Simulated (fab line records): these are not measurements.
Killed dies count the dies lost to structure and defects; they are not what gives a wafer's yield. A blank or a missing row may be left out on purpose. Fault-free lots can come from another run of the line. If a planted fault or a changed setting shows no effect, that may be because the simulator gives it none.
Split-lot study | flow n5_finfet | 7 lots, 21 wafers read, on a route of 1938 steps

## SPLIT DETAILS
At N5_BEOL_M0_DEP_125 (deposits SiCN from 3MS/NH3, target thk 8 nm, time 14 s), the setting time_s was moved away from the recipe's 14 s on 4 of the 21 wafers read, by +10.4% to +14.5%. The other wafers ran this setting at the recipe's value.

The reading comes from the split's own step.

## THE READING
SiCN_of_BEOL_M0_DEP_125.thk_nm (the simulator's own value, which no gauge read), in nm, at N5_BEOL_M0_DEP_125 (deposits SiCN from 3MS/NH3, target thk 8 nm, time 14 s). The file does not state a usual value for it. Here, 17 wafers ran the recipe; their average is 8.0 nm with a standard deviation of 0.14 nm.

wafer  | tool, chamber at the split | time_s as run, s | against the recipe | SiCN_of_BEOL_M0_DEP_125.thk_nm, nm | against lot-mates on the recipe
L074.3 | pecvd-01, 0,1              | 14               | recipe             | 8                                  | -
L074.5 | pecvd-01, 0,1              | 14               | recipe             | 8                                  | -
L074.4 | pecvd-01, 0                | 14               | recipe             | 8.2                                | -
L075.1 | pecvd-01, 1                | 14               | recipe             | 7.8                                | -
L075.2 | pecvd-01, 0,2              | 14               | recipe             | 8.2                                | -
L075.3 | pecvd-01, 0,2              | 14               | recipe             | 8.2                                | -
L082.2 | pecvd-03, 2                | 14               | recipe             | 7.8                                | -
L082.4 | pecvd-03, 0                | 14               | recipe             | 8                                  | -
L082.6 | pecvd-03, 1                | 15.94            | +13.9%             | 9                                  | +1.1
L089.1 | pecvd-03, 0                | 16.03            | +14.5%             | 9.2                                | +1.2
L089.3 | pecvd-03, 1,0              | 14               | recipe             | 8                                  | -
L089.4 | pecvd-03, 1,0              | 14               | recipe             | 8                                  | -
L093.3 | pecvd-03, 1,1,2            | 14               | recipe             | 8                                  | -
L093.4 | pecvd-03, 1,1,2            | 14               | recipe             | 8                                  | -
L093.6 | pecvd-03, 1,1,2            | 14               | recipe             | 8                                  | -
L094.2 | pecvd-01, 1                | 14               | recipe             | 8                                  | -
L094.3 | pecvd-01, 0                | 14               | recipe             | 7.8                                | -
L094.4 | pecvd-01, 2                | 15.78            | +12.7%             | 9.2                                | +1.3
L096.2 | pecvd-03, 1                | 14               | recipe             | 7.8                                | -
L096.4 | pecvd-03, 1                | 14               | recipe             | 7.8                                | -
L096.5 | pecvd-03, 2                | 15.46            | +10.4%             | 8.6                                | +0.8
If several chambers appear in one row, that row covers several wafers at once and the file leaves open which wafer was in which chamber.

THE FIT
A straight line over all 21 wafers: SiCN_of_BEOL_M0_DEP_125.thk_nm changes by +0.0804 nm for each +1% of time_s; r = +0.95; the points scatter about the line by 0.15 nm.
The same after taking each lot's own level away (the mean of its wafers on the recipe; 21 wafers): +0.0855 nm for each +1%; r = +0.97; scatter 0.11 nm.
On that fit, the largest move of time_s shifts the reading by 1.2 nm.
Across the lots, their own levels run from 7.80 to 8.07 nm, a range of 2.0 times the standard deviation given above.
Consequently the slope shifts little with the lot-to-lot level, the two slopes agreeing.
Check: with one of the wafers moved furthest among these (+14.5%) left out of the fit, the line predicts +1.26 nm for it against its lot-mates. Against them it came out at +1.2 nm.

## ADDITIONAL SPLITS CARRIED BY THESE WAFERS
Note: prior to the reading, these wafers also went through further splits. Each is held against what the fit with the lots' levels taken away leaves over:
other split on the same wafers            | wafers away from the commonest value | r with SiCN_of_BEOL_M0_DEP_125.thk_nm (lot level and that fit taken away)
N5_GATE_CUT_COAT_34 spin_rpm              | 4                                    | +0.13
N5_MOL_CONTACT_COAG_ETCHBACK_135 time_s   | 5                                    | -0.20
N5_MOL_CONTACT_COAG_VIA_ETCH_46 bias_w    | 11                                   | +0.12
N5_BEOL_M0_SAQP_PECVD_96 time_s           | 8                                    | +0.00
N5_BEOL_M0_SAQP_SPACER1_ALD_98 ald_cycles | 8                                    | +0.13

## THE FILE'S OWN FIT
SiCN_of_BEOL_M0_DEP_125.thk_nm changes by +0.0855 nm for each +1% of time_s, r = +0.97.
